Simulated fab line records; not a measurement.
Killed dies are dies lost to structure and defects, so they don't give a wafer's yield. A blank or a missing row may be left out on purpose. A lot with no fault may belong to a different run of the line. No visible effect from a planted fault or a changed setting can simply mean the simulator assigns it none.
Chamber matching / flow n5 finfet / N5_HKMG_FIN_DESCUM_53 on rie diel-02: 4 sister chambers
The step chemistry O2, time 7.9 s. 8 wafers are shown with their chamber, then 9 later ones without.

WAFERS WITH THEIR CHAMBER
wafer=L074.5; chamber=0; drypump motor current A (A)=6.1; throttle valve pct (%)=20.9
wafer=L077.1; chamber=0; drypump motor current A (A)=6.1; throttle valve pct (%)=20.9
wafer=L085.1; chamber=2; drypump motor current A (A)=5.1; throttle valve pct (%)=20.6
wafer=L085.4; chamber=3; drypump motor current A (A)=5.3; throttle valve pct (%)=20.8
wafer=L085.6; chamber=1; drypump motor current A (A)=5.7; throttle valve pct (%)=20.8
wafer=L089.2; chamber=3; drypump motor current A (A)=5.3; throttle valve pct (%)=20.9
wafer=L089.3; chamber=2; drypump motor current A (A)=5.1; throttle valve pct (%)=20.6
wafer=L089.6; chamber=1; drypump motor current A (A)=5.8; throttle valve pct (%)=20.8

WAFERS MISSING THEIR CHAMBER
wafer=L091.2; drypump motor current A (A)=5.8; throttle valve pct (%)=20.8
wafer=L091.3; drypump motor current A (A)=6.2; throttle valve pct (%)=21.0
wafer=L091.4; drypump motor current A (A)=5.3; throttle valve pct (%)=20.9
wafer=L094.2; drypump motor current A (A)=6.1; throttle valve pct (%)=21.0
wafer=L094.3; drypump motor current A (A)=5.7; throttle valve pct (%)=20.8
wafer=L094.5; drypump motor current A (A)=5.1; throttle valve pct (%)=20.6
wafer=L097.1; drypump motor current A (A)=5.3; throttle valve pct (%)=20.7
wafer=L097.4; drypump motor current A (A)=6.2; throttle valve pct (%)=21.0
wafer=L097.5; drypump motor current A (A)=5.1; throttle valve pct (%)=20.6

WHICH CHAMBER EACH WENT THROUGH
wafer=L091.2; from the rows above=1; in truth=1
wafer=L091.3; from the rows above=0; in truth=0
wafer=L091.4; from the rows above=3; in truth=3
wafer=L094.2; from the rows above=0; in truth=0
wafer=L094.3; from the rows above=1; in truth=1
wafer=L094.5; from the rows above=2; in truth=2
wafer=L097.1; from the rows above=3; in truth=3
wafer=L097.4; from the rows above=0; in truth=0
wafer=L097.5; from the rows above=2; in truth=2
Placed correctly: 9 of 9. Number that these rows cannot place: 0. Number placed wrongly: 0.
How it was worked out, from the rows above alone: a wafer's distance from a chamber is the root of the sum, over the readings, of the square of ((its reading less the chamber's mean) divided by the reading's scatter). The wafer belongs to the nearest chamber; if the next one is less than 2 further off, it can't be placed. Each chamber's mean is taken over the wafers shown for it. The scatter is the square root of a quotient: the sum, over the shown wafers, of each reading's squared deviation from its chamber's mean, divided by wafers minus chambers.
